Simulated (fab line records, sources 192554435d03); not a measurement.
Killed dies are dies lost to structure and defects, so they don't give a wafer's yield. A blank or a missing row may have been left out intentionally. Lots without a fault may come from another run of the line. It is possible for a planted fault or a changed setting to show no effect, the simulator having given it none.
Chamber matching || flow n5_finfet || 4 sister chambers for N5_BEOL_M7_STRIP_19 on rie_diel-03
The step strips in O2. 4 wafers are shown with their chamber, then 8 later ones without.

WAFERS, EACH WITH ITS CHAMBER
{"wafer": "L090.2", "chamber": 2, "showerhead_plenum_p_Torr (Torr)": 2.04}
{"wafer": "L088.1", "chamber": 3, "showerhead_plenum_p_Torr (Torr)": 2.14}
{"wafer": "L088.3", "chamber": 0, "showerhead_plenum_p_Torr (Torr)": 2.16}
{"wafer": "L089.1", "chamber": 1, "showerhead_plenum_p_Torr (Torr)": 2.14}

WAFERS MISSING THEIR CHAMBER
{"wafer": "L089.3", "showerhead_plenum_p_Torr (Torr)": 2.14}
{"wafer": "L089.5", "showerhead_plenum_p_Torr (Torr)": 2.16}
{"wafer": "L094.2", "showerhead_plenum_p_Torr (Torr)": 2.14}
{"wafer": "L094.4", "showerhead_plenum_p_Torr (Torr)": 2.14}
{"wafer": "L094.6", "showerhead_plenum_p_Torr (Torr)": 2.14}
{"wafer": "L096.2", "showerhead_plenum_p_Torr (Torr)": 2.03}
{"wafer": "L096.4", "showerhead_plenum_p_Torr (Torr)": 2.15}
{"wafer": "L096.6", "showerhead_plenum_p_Torr (Torr)": 2.14}

WHICH CHAMBER EACH ONE RAN IN
{"wafer": "L089.3", "from the rows above": "can't be placed: 1 or 3", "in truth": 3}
{"wafer": "L089.5", "from the rows above": 0, "in truth": 0}
{"wafer": "L094.2", "from the rows above": "can't be placed: 1 or 3", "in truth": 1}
{"wafer": "L094.4", "from the rows above": "can't be placed: 1 or 3", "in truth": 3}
{"wafer": "L094.6", "from the rows above": "can't be placed: 1 or 3", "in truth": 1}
{"wafer": "L096.2", "from the rows above": 2, "in truth": 2}
{"wafer": "L096.4", "from the rows above": "can't be placed: 1 or 3 or 0", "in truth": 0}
{"wafer": "L096.6", "from the rows above": "can't be placed: 1 or 3", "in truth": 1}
Correct placement for 2 of the 8. Cannot be placed on the basis of these rows: 6; the candidates contain the true chamber in 6. Wrongly placed: 0.
How it was worked out, from the rows above alone: a wafer's distance from a chamber is the root of the sum, over the readings, of the square of ((its reading less the chamber's mean) divided by the reading's scatter). The wafer belongs to the nearest chamber; if the next one is less than 2 further off, it can't be placed. Each chamber's mean is taken over the wafers shown for it. The scatter: root of mean squared gap, hidden wafer to nearest shown wafer, with one shown wafer a chamber.
